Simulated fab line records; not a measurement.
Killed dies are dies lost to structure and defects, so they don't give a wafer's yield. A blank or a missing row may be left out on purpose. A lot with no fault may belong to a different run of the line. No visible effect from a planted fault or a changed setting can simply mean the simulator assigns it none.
A struck lot beside a sound one ; flow n5_finfet ; 37 steps out of a route of 1938
Sound: wafers L540.3, L540.4, L540.6. Wafers struck: L541.2, L541.3, L541.4. The cause comes at the end.
For every step that has rows: the tool of each side, followed by ch and its chambers, followed by its first start. Under that, the readings that differ: sound wafers ; struck wafers ; difference of the means ; sigmas: that difference in standard deviations of wafers without a fault.
alike: same words and numbers on both sides, and readings whose means sit less than 2 such deviations apart. not compared: any withheld reading, any reading some wafer has no value for, any bound like >300 that may hide the same value, and any number with overlapping values for which the record gives no deviation.
The two part at a step that has a row with sigmas, a row that says differs or no value, or rows on one side only. When numbers do not overlap yet have no deviation, they are printed without sigmas and do not part them. Lack of a reading on every wafer of one side parts them only where that side has two or more wafers.

first, 10 steps without rows for these wafers: N5_PMOS_HMC_CHANNEL_EPI_DESCUM_14 (chemistry O2, time 7.9 s); N5_PMOS_HMC_CHANNEL_EPI_ETCH_32 (etches BARC in N2/H2, stops on SiO2, target depth 85.8 nm, time 50.3 s); N5_PMOS_HMC_CHANNEL_EPI_HM_OPEN_15 (chemistry CHF3/O2, target SiO2, target depth 40.6 nm, time 20.3 s); N5_PMOS_HMC_CHANNEL_EPI_STRIP_33 (strips in N2/H2); N5_PMOS_HMC_CHANNEL_EPI_STRIP_17 (strips in SPM, time 750 s); N5_PMOS_HMC_CHANNEL_EPI_ETCH_38 (etches SiO2 in CF4, target depth 1.5 nm); N5_PMOS_HMC_CHANNEL_EPI_FIN_RECESS_16 (chemistry HBr/Cl2, target Si, target depth 54 nm, time 18 s); N5_PMOS_HMC_CHANNEL_EPI_PRECLEAN_36 (cleans in O3/DIW, time 45 s); N5_PMOS_HMC_CHANNEL_EPI_PRECLEAN_18 (cleans in DHF, time 30 s); N5_PMOS_HMC_CHANNEL_EPI_SRD_19 (time 30 s).
N5_PMOS_HMC_CHANNEL_EPI_EPI_20: deposits SiGe30, target thk 59 nm.
  sound on epi_rpcvd-03 ch 0, day 5 06:44; struck on epi_rpcvd-02 ch 0, day 5 12:20
  alike: lamp_inner_pct
then, 24 steps without rows for these wafers: N5_PMOS_HMC_CHANNEL_EPI_HM_STRIP_35 (strips SiO2 in dHF, material SiO2, target depth 39.6 nm, time 216 s); N5_PMOS_HMC_CHANNEL_EPI_SRD_39 (time 30 s); N5_PMOS_HMC_CHANNEL_EPI_CMP_21 (polishes SiGe30, target thk 54 nm); N5_PMOS_HMC_CHANNEL_EPI_PRECLEAN_40 (cleans in DHF, time 30 s); N5_PMOS_HMC_CHANNEL_EPI_PRECLEAN_37 (cleans in O3/DIW, time 45 s); N5_PMOS_HMC_CHANNEL_EPI_PRECLEAN_24 (cleans in DHF, time 30 s); N5_PMOS_HMC_CHANNEL_EPI_SRD_25 (time 30 s); N5_PMOS_HMC_CHANNEL_EPI_EPI_26 (deposits Si from SiH4/H2, target thk 3.8 nm, time 22.7 s); N5_FIN_SAQP_PRECLEAN_42 (cleans in O3/DIW, time 60 s); N5_FIN_SAQP_PRECLEAN_00 (cleans in SC1, time 60 s); N5_FIN_SAQP_PRECLEAN_44 (cleans in SC2, time 45 s); N5_FIN_SAQP_SRD_01 (time 30 s); N5_FIN_SAQP_ALD_61 (deposits SiO2, target thk 4 nm, pulse time 1 s, purge time 2 s); N5_FIN_SAQP_DENSIFY_62 (time 60 s); N5_FIN_SAQP_HM_DEP_03 (deposits SiNx from SiH4/NH3/N2, target thk 38 nm, time 33.6 s); N5_FIN_SAQP_PECVD_47 (deposits a-Si from SiH4/He, target thk 45 nm, time 36.3 s); N5_FIN_SAQP_PECVD_48 (deposits SiNx from SiH4/NH3/N2, target thk 25 nm, time 22.1 s); N5_FIN_SAQP_PECVD_06 (deposits a-Si from SiH4/He, target thk 60 nm, time 48.1 s); N5_FIN_SAQP_HM_DEP_72 (deposits SiO2 from SiH4/N2O, target thk 12 nm, time 7.2 s); N5_FIN_SAQP_COAT_49 (time 60 s, resist thk 100 nm); N5_FIN_SAQP_COAT_50 (time 60 s, resist thk 35 nm); N5_FIN_SAQP_COAT_10 (resist thk 90 nm); N5_FIN_SAQP_EBR_12; N5_FIN_SAQP_SOFTBAKE_11 (time 60 s).
-- the record jumps here: 6 days lie between the struck wafers' starts before and after (it left off in module FIN_SAQP and takes up again in module BEOL_M4, whose first step shown is number 1111 of the route) --
N5_BEOL_M4_RC_MEAS_101:
  sound on prober-01 ch 0, day 11 05:13; struck on prober-02 ch 0, day 11 11:04
reading;sound;struck;difference;sigmas
IOFF_P (nA/um);0.21 0.23 0.24;0.71 0.68 0.55;+0.42;+10
IOFF_P_85C (nA/um);3.6 3.9 4.0;9.9 9.6 8.2;+5.4;+9
IOFF_P_LIN (nA/um);0.104 0.112 0.115;0.325 0.317 0.276;+0.196;+12
IOFF_P_LONG (nA/um);0.000111 0.000112 0.000112;0.00033 0.000313 0.000317;+0.00021;+24
ION_P (uA/um);472 470 471;527 523 526;+54;+7
VT_P (mV);-250 -245 -246;-217 -219 -222;+28;+8
VT_P_LONG (mV);-272.1 -273.5 -271.8;-239.6 -242.8 -239.4;+31.9;+11
VT_P_LVT (mV);-98 -96 -96;-65 -65 -68;+31;+9
  alike: DIBL_N, DIBL_P, IOFF_N, ION_N, SS_N, SS_P, VT_N
-- record jumps: 5 days separate the struck wafers' starts on either side; left off in module BEOL_M4, taken up again in module PASSIVATION, whose first shown step is the route's number 1936 --
N5_PASSIVATION_PROBE_49:
  sound on prober-02 at day 15 15:07; struck on prober-01 at day 16 02:10
reading;sound;struck;difference;sigmas
sort_bin_4_leakage (%);0 0 0;56.02 46.78 12.20;+38.33;+99 or more
sort_n_pass;1087 1078 1084;431 528 945;-448;-28
sort_yield_pct (%);92.1 91.4 91.9;36.5 44.7 80.1;-38.0;-27
  alike: defect_limited_yield, killed_at_M0_to_M3, killed_at_M4_up, killed_at_contacts, killed_at_front_end, killed_at_other, killed_dies, killed_open, killed_short, sort_bin_5_function, sort_bin_6_memory

== WHERE THEY PART ==
At N5_BEOL_M4_RC_MEAS_101 first; at N5_PASSIVATION_PROBE_49 last (within this record only).

WHY: what had been put in by the simulator
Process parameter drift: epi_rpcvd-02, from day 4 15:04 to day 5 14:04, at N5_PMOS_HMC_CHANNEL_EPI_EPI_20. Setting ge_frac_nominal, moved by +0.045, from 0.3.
